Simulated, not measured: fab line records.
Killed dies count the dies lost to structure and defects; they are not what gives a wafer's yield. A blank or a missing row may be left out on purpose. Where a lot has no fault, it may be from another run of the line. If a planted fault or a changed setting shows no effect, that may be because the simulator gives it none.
Split-lot experiment / flow n5Finfet / route with 1938 steps; 7 lots, 21 wafers read

## SPLIT DETAILS
At N5_BEOL_M4_ALD_98 (deposits SiO2, target thk 2.5 nm, pulse time 1 s, co reactant pulse time 1 s), the setting aldCycles was moved away from the recipe's 17 on 6 of the 21 wafers read, by -17.6% to +17.6%. All remaining wafers had this setting at the recipe value.

The reading is taken at the split's own step.

## THE READING
SiO2_of_BEOL_M4_ALD_98.thkNm (the simulator's own value, which no gauge read), in nm, at N5_BEOL_M4_ALD_98 (deposits SiO2, target thk 2.5 nm, pulse time 1 s, co reactant pulse time 1 s). The file gives no usual value for it. The 15 wafers here that ran the recipe average 2.6 nm, standard deviation 0.068 nm.

wafer=L075.1; tool, chamber at the split=aldSin-02, 2; aldCycles as run=17; against the recipe=recipe; SiO2_of_BEOL_M4_ALD_98.thkNm, nm=2.6; against lot-mates on the recipe=-
wafer=L075.6; tool, chamber at the split=aldSin-02, 2; aldCycles as run=17; against the recipe=recipe; SiO2_of_BEOL_M4_ALD_98.thkNm, nm=2.6; against lot-mates on the recipe=-
wafer=L075.4; tool, chamber at the split=aldSin-02, 1; aldCycles as run=17; against the recipe=recipe; SiO2_of_BEOL_M4_ALD_98.thkNm, nm=2.4; against lot-mates on the recipe=-
wafer=L076.1; tool, chamber at the split=aldSin-02, 0,1,2; aldCycles as run=17; against the recipe=recipe; SiO2_of_BEOL_M4_ALD_98.thkNm, nm=2.6; against lot-mates on the recipe=-
wafer=L076.4; tool, chamber at the split=aldSin-02, 0,1,2; aldCycles as run=17; against the recipe=recipe; SiO2_of_BEOL_M4_ALD_98.thkNm, nm=2.6; against lot-mates on the recipe=-
wafer=L076.6; tool, chamber at the split=aldSin-02, 0,1,2; aldCycles as run=17; against the recipe=recipe; SiO2_of_BEOL_M4_ALD_98.thkNm, nm=2.6; against lot-mates on the recipe=-
wafer=L077.2; tool, chamber at the split=aldSin-02, 3; aldCycles as run=17; against the recipe=recipe; SiO2_of_BEOL_M4_ALD_98.thkNm, nm=2.6; against lot-mates on the recipe=-
wafer=L077.3; tool, chamber at the split=aldSin-02, 1,2; aldCycles as run=14; against the recipe=-17.6%; SiO2_of_BEOL_M4_ALD_98.thkNm, nm=2; against lot-mates on the recipe=-0.6
wafer=L077.4; tool, chamber at the split=aldSin-02, 1,2; aldCycles as run=14; against the recipe=-17.6%; SiO2_of_BEOL_M4_ALD_98.thkNm, nm=2; against lot-mates on the recipe=-0.6
wafer=L078.1; tool, chamber at the split=aldSin-03, 1,0; aldCycles as run=17; against the recipe=recipe; SiO2_of_BEOL_M4_ALD_98.thkNm, nm=2.6; against lot-mates on the recipe=-
wafer=L078.4; tool, chamber at the split=aldSin-03, 1,0; aldCycles as run=17; against the recipe=recipe; SiO2_of_BEOL_M4_ALD_98.thkNm, nm=2.6; against lot-mates on the recipe=-
wafer=L078.6; tool, chamber at the split=aldSin-03, 0; aldCycles as run=20; against the recipe=+17.6%; SiO2_of_BEOL_M4_ALD_98.thkNm, nm=3; against lot-mates on the recipe=+0.4
wafer=L079.1; tool, chamber at the split=aldSin-02, 0; aldCycles as run=17; against the recipe=recipe; SiO2_of_BEOL_M4_ALD_98.thkNm, nm=2.4; against lot-mates on the recipe=-
wafer=L079.3; tool, chamber at the split=aldSin-02, 3; aldCycles as run=17; against the recipe=recipe; SiO2_of_BEOL_M4_ALD_98.thkNm, nm=2.6; against lot-mates on the recipe=-
wafer=L079.4; tool, chamber at the split=aldSin-02, 1; aldCycles as run=16; against the recipe=-5.9%; SiO2_of_BEOL_M4_ALD_98.thkNm, nm=2.4; against lot-mates on the recipe=-0.1
wafer=L080.1; tool, chamber at the split=aldSin-02, 2,3,0; aldCycles as run=17; against the recipe=recipe; SiO2_of_BEOL_M4_ALD_98.thkNm, nm=2.6; against lot-mates on the recipe=-
wafer=L080.4; tool, chamber at the split=aldSin-02, 2,3,0; aldCycles as run=17; against the recipe=recipe; SiO2_of_BEOL_M4_ALD_98.thkNm, nm=2.6; against lot-mates on the recipe=-
wafer=L080.6; tool, chamber at the split=aldSin-02, 2,3,0; aldCycles as run=17; against the recipe=recipe; SiO2_of_BEOL_M4_ALD_98.thkNm, nm=2.6; against lot-mates on the recipe=-
wafer=L094.4; tool, chamber at the split=aldSin-02, 1,0; aldCycles as run=16; against the recipe=-5.9%; SiO2_of_BEOL_M4_ALD_98.thkNm, nm=2.4; against lot-mates on the recipe=-0.2
wafer=L094.6; tool, chamber at the split=aldSin-02, 1,0; aldCycles as run=16; against the recipe=-5.9%; SiO2_of_BEOL_M4_ALD_98.thkNm, nm=2.4; against lot-mates on the recipe=-0.2
wafer=L094.5; tool, chamber at the split=aldSin-02, 1; aldCycles as run=17; against the recipe=recipe; SiO2_of_BEOL_M4_ALD_98.thkNm, nm=2.6; against lot-mates on the recipe=-
Rows listing several chambers each stand for several wafers; the file does not say which wafer went through which chamber.

FIT RESULTS
A straight line over all 21 wafers: SiO2_of_BEOL_M4_ALD_98.thkNm changes by +0.0294 nm for each +1% of aldCycles; r = +0.95; the points scatter about the line by 0.066 nm.
The same after taking each lot's own level away (the mean of its wafers on the recipe; 21 wafers): +0.0296 nm for each +1%; r = +0.96; scatter 0.064 nm.
On that fit, the largest move of aldCycles shifts the reading by 0.52 nm.
Measured against the standard deviation above, the lots' own levels, which go from 2.50 to 2.60 nm, span 1.5 times it.
Consequently the slope shifts little with the lot-to-lot level, the two slopes agreeing.
Check: -0.506 nm against its lot-mates is what the line predicts for one of the wafers moved furthest among these (-17.6%) when that wafer is left out of the fit. Against them it came out at -0.6 nm.

## FURTHER SPLITS ON THESE WAFERS
Other splits were also applied to these wafers ahead of the reading. Each is held against what the fit with the lots' levels taken away leaves over:
other split on the same wafers=N5_BEOL_M2_COAT_73 spinRpm; wafers away from the commonest value=5; r with SiO2_of_BEOL_M4_ALD_98.thkNm (lot level and that fit taken away)=+0.39
other split on the same wafers=N5_BEOL_M3_ILD_DEP_00 timeS; wafers away from the commonest value=4; r with SiO2_of_BEOL_M4_ALD_98.thkNm (lot level and that fit taken away)=+0.05
other split on the same wafers=N5_BEOL_M3_EXPOSE_25 doseMj; wafers away from the commonest value=10; r with SiO2_of_BEOL_M4_ALD_98.thkNm (lot level and that fit taken away)=+0.10
other split on the same wafers=N5_BEOL_M3_DESCUM_33 timeS; wafers away from the commonest value=9; r with SiO2_of_BEOL_M4_ALD_98.thkNm (lot level and that fit taken away)=+0.00
other split on the same wafers=N5_BEOL_M4_EXPOSE_25 doseMj; wafers away from the commonest value=7; r with SiO2_of_BEOL_M4_ALD_98.thkNm (lot level and that fit taken away)=-0.03

## FILE'S OWN FIT
SiO2_of_BEOL_M4_ALD_98.thkNm changes by +0.028 nm for each +1% of aldCycles, r = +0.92.
